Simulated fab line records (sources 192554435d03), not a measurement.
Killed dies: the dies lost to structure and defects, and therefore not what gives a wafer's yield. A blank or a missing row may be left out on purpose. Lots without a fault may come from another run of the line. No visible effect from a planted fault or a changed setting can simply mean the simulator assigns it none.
Which tool did it? + flow n5 finfet + 22 lots, 66 wafers sampled, at 2 steps of a route of 1938

== WHAT THE GAUGES SHOWED, per wafer ==
N5_BEOL_M8_OVL_MEAS_29. Usual: V7_OVL typically reads 0.1 nm, with standard deviation 0.63.
| lot  | measured     | on         | V7_OVL (nm)    | flag |
|------|--------------|------------|----------------|------|
| L074 | day 8 20:28  | overlay-01 | 0.2 -0.8 0.5   |      |
| L075 | day 9 01:30  | overlay-01 | -0.5 -0.5 -0.8 |      |
| L076 | day 9 01:20  | overlay-01 | 0.2 0.4 -0.4   |      |
| L077 | day 9 21:19  | overlay-01 | 0.7 -0.1 0.2   |      |
| L078 | day 10 05:10 | overlay-01 | 0.0 -1.2 -0.5  |      |
| L079 | day 10 07:27 | overlay-01 | 0.1 -0.4 -0.3  |      |
| L081 | day 10 17:50 | overlay-01 | 0.7 -0.1 0.0   |      |
| L083 | day 10 22:13 | overlay-01 | 1.2 -0.8 0.7   |      |
| L082 | day 11 03:55 | overlay-02 | 0.9 -0.3 0.5   |      |
| L084 | day 11 04:00 | overlay-02 | -0.2 -0.2 -0.3 |      |
| L085 | day 11 17:14 | overlay-01 | -0.8 0.6 0.0   |      |
| L086 | day 12 00:35 | overlay-01 | 1.1 0.2 1.3    |      |
| L087 | day 12 05:52 | overlay-02 | 1.2 0.8 1.0    |      |
| L088 | day 12 12:35 | overlay-02 | 0.4 0.6 -0.4   |      |
| L090 | day 12 12:46 | overlay-02 | -0.7 0.5 0.0   |      |
| L091 | day 12 20:46 | overlay-02 | 0.7 0.3 1.6    |      |
| L092 | day 13 05:24 | overlay-02 | 0.1 -0.2 -0.5  |      |
| L093 | day 13 11:24 | overlay-01 | -0.6 0.2 0.0   |      |
| L094 | day 13 13:46 | overlay-01 | -0.5 -0.7 0.6  |      |
| L095 | day 13 19:26 | overlay-02 | -0.7 -0.9 0.0  |      |
| L096 | day 14 14:58 | overlay-01 | -0.1 -0.6 -0.3 |      |
| L097 | day 15 00:38 | overlay-02 | 0.6 0.3 1.1    |      |

== EACH LOT AND THE TOOL THAT RAN IT (in order: tool; ch and the chambers of the sampled wafers; start) ==
| lot  | N5_BEOL_M8_HM_OPEN_17             |
|------|-----------------------------------|
| L074 | rie metal-01 ch 0,1, day 8 19:42  |
| L075 | rie metal-03 ch 0,1, day 8 23:20  |
| L076 | rie metal-01 ch 0,1, day 9 00:19  |
| L077 | rie metal-03 ch 0,1, day 9 20:36  |
| L078 | rie metal-03 ch 0,1, day 10 03:31 |
| L079 | rie metal-03 ch 0,1, day 10 06:57 |
| L081 | rie metal-01 ch 1, day 10 17:19   |
| L083 | rie metal-02 ch 0,1, day 10 21:27 |
| L082 | rie metal-01 ch 0,1, day 11 01:43 |
| L084 | rie metal-03 ch 0,1, day 11 02:26 |
| L085 | rie metal-01 ch 0,1, day 11 14:08 |
| L086 | rie metal-03 ch 0,1, day 11 23:32 |
| L087 | rie metal-01 ch 0, day 12 04:01   |
| L088 | rie metal-01 ch 0,1, day 12 11:47 |
| L090 | rie metal-01 ch 0,1, day 12 12:02 |
| L091 | rie metal-03 ch 0,1, day 12 20:14 |
| L092 | rie metal-02 ch 0,1, day 13 03:17 |
| L093 | rie metal-01 ch 0,1, day 13 10:42 |
| L094 | rie metal-02 ch 1, day 13 13:13   |
| L095 | rie metal-02 ch 0,1, day 13 18:50 |
| L096 | rie metal-01 ch 0,1, day 14 13:53 |
| L097 | rie metal-01 ch 0,1, day 14 23:41 |
- N5_BEOL_M8_HM_OPEN_17: chemistry Cl2/BCl3, target TiN, target depth 20 nm, overetch 6 nm.

== AS READ BY THE TOOLS THEMSELVES (means over the sampled wafers that have a number; for cases with no such wafer, the mark the record gives instead) ==
N5_BEOL_M8_HM_OPEN_17. Usual: bias w 126.0 W, standard deviation 0.38; drypump motor current A 5.8 A, standard deviation 0.42; oes product au 0.65 a.u., standard deviation 0.08; throttle valve pct 22.18 %, standard deviation 0.28.
| lot  | tool         | bias w (W) | drypump motor current A (A) | oes product au (a.u.) | throttle valve pct (%) | flag |
|------|--------------|------------|-----------------------------|-----------------------|------------------------|------|
| L074 | rie metal-01 | 126.0      | 6.1                         | 0.64                  | 22.20                  |      |
| L075 | rie metal-03 | 125.5      | 5.7                         | 0.67                  | 22.19                  |      |
| L076 | rie metal-01 | 126.2      | 6.1                         | 0.65                  | 22.21                  |      |
| L077 | rie metal-03 | 126.3      | 5.7                         | 0.66                  | 22.20                  |      |
| L078 | rie metal-03 | 126.1      | 5.7                         | 0.72                  | 21.92                  |      |
| L079 | rie metal-03 | 126.0      | 5.7                         | 0.65                  | 22.21                  |      |
| L081 | rie metal-01 | 126.3      | 6.4                         | 0.58                  | 22.31                  |      |
| L083 | rie metal-02 | 126.2      | 5.5                         | 0.62                  | 22.43                  |      |
| L082 | rie metal-01 | 126.2      | 5.8                         | 0.68                  | 22.14                  |      |
| L084 | rie metal-03 | 126.3      | 5.7                         | 0.65                  | 22.21                  |      |
| L085 | rie metal-01 | 126.1      | 6.1                         | 0.64                  | 22.21                  |      |
| L086 | rie metal-03 | 126.1      | 5.7                         | 0.70                  | 21.94                  |      |
| L087 | rie metal-01 | 125.9      | 5.4                         | 0.73                  | 22.06                  |      |
| L088 | rie metal-01 | 126.2      | 5.8                         | 0.67                  | 22.16                  |      |
| L090 | rie metal-01 | 126.2      | 5.8                         | 0.68                  | 22.15                  |      |
| L091 | rie metal-03 | 126.1      | 5.7                         | 0.70                  | 21.92                  |      |
| L092 | rie metal-02 | 126.1      | 5.5                         | 0.61                  | 22.45                  |      |
| L093 | rie metal-01 | 126.0      | 6.1                         | 0.62                  | 22.23                  |      |
| L094 | rie metal-02 | 126.0      | 5.3                         | 0.63                  | 22.52                  |      |
| L095 | rie metal-02 | 126.2      | 5.7                         | 0.57                  | 22.40                  |      |
| L096 | rie metal-01 | 126.1      | 6.1                         | 0.62                  | 22.25                  |      |
| L097 | rie metal-01 | 125.2      | 6.1                         | 0.62                  | 22.23                  |      |

== THE ANSWER, worked out from the rows above alone ==
Rule: a lot counts as off when the mean over its wafers that have a number is more than 3 standard deviations away from the usual mean. Also off: a lot with no number at a reading for which 4 or more lots have one. Where the step has rows for the other lots, those lots are counted as sound. After the gauges, taken in route order, come the tools' own readings; for these a lot's mean is taken, as printed above. At the first step where some lot is off, the reading lying furthest off is the one used; lots without a number count as furthest.
No lot is off at any reading shown: from this, nothing can be told.

== WHAT WAS PUT IN BY THE SIMULATOR ==
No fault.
